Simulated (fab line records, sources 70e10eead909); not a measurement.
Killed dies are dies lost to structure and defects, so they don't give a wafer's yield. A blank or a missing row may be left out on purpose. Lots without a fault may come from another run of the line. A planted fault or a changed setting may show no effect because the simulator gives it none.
fab line records | flow nand_harc
record lots=6 wafers=18 last_day=32
route steps=1302 shown A_CONTACT@1063 END@1302
lots that met no fault: from a run of the same line without faults
start_h: hours from the record's first day to the start of the lot's first wafer shown | wait_h: hours since the lot's step before | " the same as in the row above | L1.1+2: a row that stands for several wafers | - no value, or no start given | * or withheld: withheld | < > ~ a bound
route shown NAME@n: a module of which the file shows steps, and the number in the route of the first | usual: mean/standard deviation of fault-free wafers | same: alike in all rows | chamber/n: place in a boat | sites: the reading at each site | _std_site: their standard deviation | _edge_site: outer sites' mean less inner sites' | radius_mm: how far each site lies from the wafer's centre | mask NAME#n: copy n | behind: the tool/chamber that last shaped the wafer | hold: why the lot was held/for how many hours/how that ended | device: the transistor (n, p or np) that didn't switch | end of line: the same wafers' tests at the end of the route | a step without rows: its recipe alone | killed: dies lost to structure and defects at the first sort, not the wafer's yield | map: a wafer's dies, x killed, . not, _ none there
set.NAME: the setting as run; set.NAME@STEP: as run at that earlier step | model.NAME: the simulator's own value behind a step, which no gauge read
lots at some steps of the route; a table a step, a row a wafer
services: from which hour (start_h, from the record's first day; less than 0 if before it) a tool's chamber was out of use, for how many hours, and why
## steps
# step NHARC_A_CONTACT_ETCH_106
# recipe target_depth_a=900 overetch_a=90 time_s=49.5 ion_energy_ev=100 cf4_flow_sccm=80 o2_flow_sccm=20 ar_flow_sccm=0 rf_w=300 bias_w=100 chemistry=CF4/O2
# usual drypump_motor_current_A=5.8/0.46 oes_product_au=1.000/0.0094 rf_vpp_V=197.4/1.3 showerhead_plenum_p_Torr=1.31/0.053 throttle_valve_pct=13.398/0.0083
# columns lot.wafer tool chamber start_h wait_h drypump_motor_current_A oes_product_au rf_hours_counter_h rf_vpp_V showerhead_plenum_p_Torr throttle_valve_pct
L755.1 rie_diel-13 1 516.34 0.1 5.3 0.994 51 196.9 1.41 13.406
L755.4 " 2 " " 5.8 1.014 49 197.5 1.31 13.381
L755.6 " 2 " " 5.7 1.001 - 197.4 1.31 13.389
L757.2 rie_diel-12 1 530.64 0.1 5.8 0.999 11 196.3 1.28 13.383
L757.6 " 3 " " 5.7 0.984 - 197.2 1.36 13.404
L757.5 " 0 " " 5.2 1.009 - 194.7 1.26 13.398
L762.3 rie_diel-12 0 573.44 0.1 5.2 1.008 19 195.2 1.26 13.407
L762.6 " 3 " " 5.7 0.983 - 198.9 1.36 13.391
L762.4 " 2 " " 6.4 1.017 - 196.0 1.26 13.399
L765.3 rie_diel-03 1 608.33 0.1 5.1 0.990 50 197.6 1.31 13.415
L765.1 " 2 " " 6.2 1.005 47 197.0 1.30 13.387
L765.5 " 1 " " 5.1 0.996 - 198.9 1.31 13.405
L766.4 rie_diel-13 1 627.88 0.1 5.3 0.996 33 198.5 1.40 13.405
L766.2 " 3 " " 6.3 0.996 33 196.6 1.34 13.405
L766.1 " 0 " " 5.4 0.980 35 197.5 1.35 13.405
L774.4 rie_diel-03 3 709.51 0.1 6.0 0.990 30 197.5 1.32 13.394
L774.3 " 1 " " 5.1 1.004 26 196.8 1.30 13.382
L774.5 " 3 " " 6.0 0.999 - 197.1 1.32 13.391
# step NHARC_A_CONTACT_STRIP_82
# recipe o2_flow_sccm=500 ar_flow_sccm=0 bias_w=0 chemistry=O2
# usual drypump_motor_current_A=5.8/0.44 oes_product_au=1.000/0.011 rf_vpp_V=57.7/1 showerhead_plenum_p_Torr=3.47/0.13 throttle_valve_pct=17.037/0.0091
# columns lot.wafer tool chamber start_h wait_h drypump_motor_current_A oes_product_au rf_hours_counter_h rf_vpp_V showerhead_plenum_p_Torr throttle_valve_pct
L755.4 rie_diel-13 1 - - 5.3 0.998 51 57.0 3.72 17.043
L755.1 " 2 " " 5.7 0.992 49 57.5 3.46 17.039
L755.6 " 0 " " 5.4 1.000 - 59.3 3.58 17.047
L757.2 rie_diel-12 0 - - 5.2 1.020 11 56.4 3.33 17.051
L757.5 " 3 " " 5.7 0.982 - 58.0 3.58 17.046
L757.6 " 0 " " 5.2 1.012 - 56.6 3.33 17.036
L762.3 rie_diel-12 0 - - 5.2 0.993 19 58.7 3.33 17.049
L762.4 " 2 " " 6.4 1.012 - 57.2 3.33 17.030
L762.6 " 0 " " 5.2 1.002 - 57.3 3.33 17.032
L765.1 rie_diel-03 1 - - 5.1 1.006 50 58.3 3.46 17.046
L765.3 " 0 " " 6.4 1.017 51 56.3 3.28 17.028
L765.5 " 1 " " 5.1 1.008 - 59.2 3.46 17.031
L766.4 rie_diel-13 1 - - 5.4 0.988 33 58.8 3.70 17.053
L766.2 " 2 " " 5.8 0.992 31 58.9 3.44 17.040
L766.1 " 3 " " 6.3 0.992 33 57.3 3.55 17.050
L774.4 rie_diel-03 2 - - 6.2 1.008 26 57.5 3.42 17.033
L774.3 " 3 " " 6.0 0.999 30 57.3 3.49 17.034
L774.5 " 3 " " 6.0 0.999 - 56.7 3.49 17.057
# step NHARC_A_CONTACT_STRIP_83
# recipe time_s=600 temp_c=30 chemistry=post_etch_residue_remover
# step NHARC_A_CONTACT_DEP_84
# recipe target_thk_a=28000 temp_c=400 material=aC
# usual throttle_valve_pct=34.998/0.01
# columns lot.wafer tool chamber start_h wait_h throttle_valve_pct
L755.1 acl_dep-03 0 520.21 - 35.008
L755.4 " 0 " " 35.004
L755.6 " 0 " " 34.988
L757.2 acl_dep-01 0 531.58 - 35.017
L757.5 " 0 " " 34.991
L757.6 " 0 " " 35.000
L762.3 acl_dep-03 0 575.25 - 34.998
L762.4 " 0 " " 35.004
L762.6 " 0 " " 34.977
L765.1 acl_dep-03 0 611.20 - 35.003
L765.3 " 0 " " 35.005
L765.5 " 0 " " 35.002
L766.1 acl_dep-02 0 630.29 - 35.003
L766.2 " 0 " " 34.997
L766.4 " 0 " " 35.003
L774.3 acl_dep-03 0 710.74 - 34.976
L774.4 " 0 " " 34.990
L774.5 " 0 " " 35.005
# step NHARC_A_CONTACT_DEP_85
# recipe target_thk_a=600 target_thk_nm=60 temp_c=400 pressure_torr=3.5 flow_sccm=200 rf_w=350 material=SiON
# usual heater_power_w=805/87
# columns lot.wafer tool chamber start_h wait_h heater_power_w since_wet_clean_h
L755.1 pecvd-03 1 522.02 1.5 851 143
L755.4 " 2 " " 819 -
L755.6 " 0 " " 754 -
L757.2 pecvd-01 1 533.10 1.2 922 28
L757.6 " 0 " " 671 -
L757.5 " 1 " " 946 -
L762.3 pecvd-04 1 576.45 0.9 847 113
L762.6 " 0 " " 674 -
L762.4 " 2 " " 859 -
L765.3 pecvd-03 2 612.93 0.9 757 53
L765.1 " 0 " " 718 53
L765.5 " 0 " " 712 -
L766.1 pecvd-01 0 632.03 1.5 715 127
L766.2 " 2 " " 897 127
L766.4 " 2 " " 914 -
L774.3 pecvd-03 0 711.93 0.9 829 152
L774.5 " 2 " " 759 -
L774.4 " 1 " " 736 -
# step NHARC_A_CONTACT_DEHYDRATE_00
# recipe temp_c=150 time_s=120
# step NHARC_A_CONTACT_HMDS_01
# recipe time_s=30
# step NHARC_A_CONTACT_COAT_86
# recipe temp_c=260 time_s=75
# step NHARC_A_CONTACT_COAT_87
# recipe temp_c=225 time_s=65
# step NHARC_A_CONTACT_COAT_02
# recipe spin_rpm=1500 resist_thk_nm=90
# step NHARC_A_CONTACT_SOFTBAKE_03
# recipe temp_c=105 time_s=55
# step NHARC_A_CONTACT_EBR_04
# step NHARC_A_CONTACT_EXPOSE_05
# recipe na=1.35 sigma_outer=0.8 dose_mj=84.24 mask_id=A_CC
# usual exposure_dose_mJ_cm2=84.25/0.1
# same na=1.35
# columns lot.wafer tool chamber start_h wait_h mask exposure_dose_mJ_cm2
L755.1 arfi_scanner-03 0 522.42 - A_CC#0 84.15
L755.4 " 0 " " A_CC#0 84.29
L755.6 " 0 " " A_CC#0 84.19
L757.2 arfi_scanner-01 0 533.54 - A_CC#0 84.11
L757.5 " 0 " " A_CC#0 84.14
L757.6 " 0 " " A_CC#0 84.03
L762.3 arfi_scanner-03 0 577.02 - A_CC#0 82.28
L762.4 " 0 " " A_CC#0 82.27
L762.6 " 0 " " A_CC#0 82.25
L765.1 arfi_scanner-03 0 613.51 - A_CC#0 82.51
L765.3 " 0 " " A_CC#0 82.62
L765.5 " 0 " " A_CC#0 82.61
L766.1 arfi_scanner-01 0 632.62 - A_CC#0 84.43
L766.2 " 0 " " A_CC#0 84.33
L766.4 " 0 " " A_CC#0 84.47
L774.3 arfi_scanner-02 0 712.50 - A_CC#0 84.17
L774.4 " 0 " " A_CC#0 84.19
L774.5 " 0 " " A_CC#0 84.31
# step NHARC_A_CONTACT_PEB_06
# recipe peb_temp_c=100 peb_time_s=65
# step NHARC_END_SORT_01
# recipe temp_c=25
# usual killed_at_array=50/16 killed_at_other=0.8/1 killed_at_periphery=4/3.1 killed_dies=54/16 killed_open=3.2/2 killed_short=2.5/1.6
# same gross_dies=677
# columns lot.wafer tool chamber start_h wait_h killed_at_array killed_at_other killed_at_periphery killed_dies killed_open killed_short
L766.1 prober-01 0 681.83 2.5 63 0 5 68 4 1
L766.2 prober-01 0 682.62 2.8 54 0 5 59 4 1
L766.4 prober-01 0 684.20 3.4 71 1 3 75 2 3
# killed by level:class
L766.1 A_CHANNEL_HOLE_D1:chamber_film_flake=23 A_CHANNEL_HOLE_D2:chamber_film_flake=21 A_CONTACT:chamber_film_flake=13 P_BONDPAD:chamber_film_flake=2 A_STAIRCASE:chamber_film_flake=2 P_GATE:geometric_particle:short=1 P_M0:geometric_particle:open=1 A_ONON_D1:geometric_particle:open=1
L766.2 A_CHANNEL_HOLE_D2:chamber_film_flake=20 A_CHANNEL_HOLE_D1:chamber_film_flake=19 A_CONTACT:chamber_film_flake=7 A_SGD_CUT:chamber_film_flake=3 P_CONTACT:geometric_particle:open=2 A_STAIRCASE:chamber_film_flake=2 P_ZERO_WELL:geometric_particle:open=1 P_M0:geometric_particle:open=1
L766.4 A_CHANNEL_HOLE_D1:chamber_film_flake=41 A_CHANNEL_HOLE_D2:chamber_film_flake=18 A_CONTACT:chamber_film_flake=7 P_GATE:geometric_particle:short=1 P_M0:geometric_particle:open=1 A_CHANNEL_FILL_D2:geometric_particle:short=1 A_WL_FILL:geometric_particle:open=1 A_M0:geometric_particle:short=1
## services
# columns tool chamber start_h hours kind
pecvd-01 - 492.40 13.0 pm
arfi_scanner-03 - 511.80 0.4 repair
rie_diel-13 - 519.01 9.0 pm
arfi_scanner-03 - 540.01 4.0 pm
rie_diel-03 3 543.77 2.2 repair
pecvd-03 - 547.24 13.0 pm
rie_diel-03 3 547.88 7.5 repair
rie_diel-03 2 570.41 4.8 repair
pecvd-03 - 583.16 0.8 repair
arfi_scanner-01 - 596.00 4.0 pm
arfi_scanner-01 - 601.57 0.3 repair
pecvd-01 1 606.37 5.6 repair
pecvd-03 0 615.00 9.3 repair
rie_diel-12 - 622.40 9.0 pm
arfi_scanner-01 - 623.60 2.6 repair
arfi_scanner-03 - 631.56 2.8 repair
rie_diel-03 - 635.53 9.0 pm
arfi_scanner-01 - 640.97 5.5 repair
acl_dep-03 - 663.03 13.0 pm
rie_diel-03 0 663.50 44.1 repair
arfi_scanner-03 - 672.56 2.2 repair
rie_diel-13 - 696.01 9.0 pm
arfi_scanner-03 - 704.34 7.2 repair
arfi_scanner-03 - 712.01 4.0 pm
## key
first_sign step=NHARC_A_CONTACT_EXPOSE_05 reading=exposure_dose_mJ_cm2 direction=down sigmas=18 usual=84.25 struck=82.43
effect none on later readings
met_at NHARC_A_CONTACT_EXPOSE_05
struck_wafers L762.3,L762.4,L762.6,L765.1,L765.3,L765.5
tester_left_out L762,L765
loop_trim step=NHARC_A_CONTACT_EXPOSE_05 setting=dose lots=L765
onset_between 522.42 577.02
fault kind=process_parameter_drift tool=arfi_scanner-03 chamber=- onset_h=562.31 steps=NHARC_A_CONTACT_EXPOSE_05 channel=dose_mj offset=-2.0362 shape=step acts_in=these_recipes_only stated=84.24
# tester_left_out: of these lots the tester's yield and bins aren't shown, on N5 and GAA mostly nor the transistor test; their killed dies are dies lost to structure and defects alone, not to doping, threshold or leakage, so they don't give the yield
# loop_trim: a control loop set the setting to another value than it would have without faults
